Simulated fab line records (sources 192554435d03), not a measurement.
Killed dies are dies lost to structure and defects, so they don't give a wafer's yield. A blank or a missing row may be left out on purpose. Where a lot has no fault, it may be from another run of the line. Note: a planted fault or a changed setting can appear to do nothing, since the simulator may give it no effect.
Matching of chambers -- flow n5_finfet -- N5_BEOL_M0_PRE_CLEAN_131 on cvd_co-01 has 3 sister chambers
The step time 15 s. 6 wafers are shown with their chamber, then 7 later ones without.

== WAFERS WITH THEIR CHAMBER ==
wafer,chamber,heater_power_w (W)
L650.3,0,83
L652.6,1,64
L654.2,0,83
L654.4,2,74
L656.1,2,76
L656.4,1,63

== WAFERS MISSING THEIR CHAMBER ==
wafer,heater_power_w (W)
L656.5,85
L662.2,85
L662.4,64
L662.5,63
L666.2,77
L666.3,64
L666.5,74

== WHICH CHAMBER EACH ONE RAN IN ==
wafer,from the rows above,in truth
L656.5,0,0
L662.2,0,0
L662.4,1,1
L662.5,1,1
L666.2,2,2
L666.3,1,1
L666.5,2,2
Placed correctly: 7 of 7. Not placeable from these rows: 0. Placed wrongly: 0.
How it was worked out, from the rows above alone: a wafer's distance from a chamber is the root of the sum, over the readings, of the square of ((its reading less the chamber's mean) divided by the reading's scatter). If the next closest chamber is less than 2 further off than the closest, the wafer can't be placed; otherwise it belongs to the closest. A chamber's mean is the mean of its shown wafers. The scatter is the square root of a quotient: the sum, over the shown wafers, of each reading's squared deviation from its chamber's mean, divided by wafers minus chambers.
